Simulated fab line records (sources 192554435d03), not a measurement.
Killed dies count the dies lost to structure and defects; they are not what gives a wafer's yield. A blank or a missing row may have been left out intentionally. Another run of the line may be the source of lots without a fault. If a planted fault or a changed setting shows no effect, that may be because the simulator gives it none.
Chamber matching | flow n5Finfet | N5_FIN_CUT_CUT_ETCH_15 on rieSi-01: 4 sister chambers
The step etches Si in HBr/Cl2/O2, target depth 100 nm, bt time 10 s, time 42.4 s. 27 wafers are shown with their chamber, then 12 later ones without.

== EACH WAFER AND ITS CHAMBER ==
wafer  | chamber | drypumpMotorCurrentA (A) | oesProductAu (a.u.)
L076.3 | 1       | 5.4                      | 0.996
L076.4 | 1       | 5.5                      | 1.001
L076.5 | 3       | 5.7                      | 0.997
L077.2 | 1       | 5.5                      | 0.995
L077.3 | 2       | 5.9                      | 0.993
L077.6 | 1       | 5.5                      | 1.005
L078.1 | 1       | 5.4                      | 1.009
L078.2 | 0       | 6.2                      | 0.978
L078.3 | 3       | 5.7                      | 0.999
L078.4 | 2       | 5.9                      | 0.988
L078.5 | 1       | 5.4                      | 0.999
L078.6 | 2       | 5.8                      | 0.985
L079.3 | 0       | 6.2                      | 0.976
L079.4 | 3       | 5.7                      | 0.997
L079.6 | 2       | 5.8                      | 0.984
L082.1 | 0       | 6.2                      | 0.973
L082.2 | 3       | 5.7                      | 0.995
L082.3 | 2       | 5.9                      | 0.995
L082.4 | 1       | 5.5                      | 0.999
L082.5 | 2       | 5.9                      | 0.995
L082.6 | 3       | 5.7                      | 0.992
L083.1 | 3       | 5.7                      | 0.994
L083.2 | 1       | 5.4                      | 1.005
L083.3 | 2       | 5.9                      | 0.990
L083.4 | 0       | 6.2                      | 0.980
L083.5 | 0       | 6.2                      | 0.979
L083.6 | 1       | 5.4                      | 1.004

SIGNATURES, as means of the wafers listed above
reading              | chamber 0 | chamber 1 | chamber 2 | chamber 3 | scatter within a chamber
drypumpMotorCurrentA | 6.200     | 5.444     | 5.871     | 5.700     | 0.0398
oesProductAu         | 0.97720   | 1.00144   | 0.99000   | 0.99567   | 0.00395
Rule: a wafer lies at a distance from a chamber equal to the root of the sum of squares, over the readings, of (its reading less the chamber's mean, divided by the reading's scatter). The wafer belongs to the nearest chamber; if the next one is less than 2 further off, it can't be placed. The scatter: take each reading less its chamber's mean, square it, sum over the shown wafers, divide by the number of wafers less the number of chambers, and take the root.

== WAFERS WITH NO CHAMBER GIVEN ==
wafer  | drypumpMotorCurrentA (A) | oesProductAu (a.u.)
L087.2 | 5.5                      | 1.007
L087.5 | 6.2                      | 0.975
L087.6 | 5.7                      | 0.988
L094.1 | 6.1                      | 0.973
L094.2 | 5.7                      | 1.002
L094.6 | 5.9                      | 0.996
L095.1 | 5.7                      | 0.994
L095.3 | 6.2                      | 0.979
L095.5 | 5.7                      | 0.981
L096.1 | 6.2                      | 0.971
L096.2 | 5.9                      | 0.996
L096.3 | 5.5                      | 1.008

== WHICH CHAMBER EACH ONE RAN IN ==
wafer  | from the rows above     | in truth
L087.2 | 1                       | 1
L087.5 | 0                       | 0
L087.6 | 3                       | 3
L094.1 | 0                       | 0
L094.2 | 3                       | 3
L094.6 | 2                       | 2
L095.1 | 3                       | 3
L095.3 | 0                       | 0
L095.5 | can't be placed: 3 or 2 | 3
L096.1 | 0                       | 0
L096.2 | 2                       | 2
L096.3 | 1                       | 1
Correct placement for 11 of the 12. Can't be placed from these rows: 1 (the true chamber is among the candidates in 1). Number placed wrongly: 0.
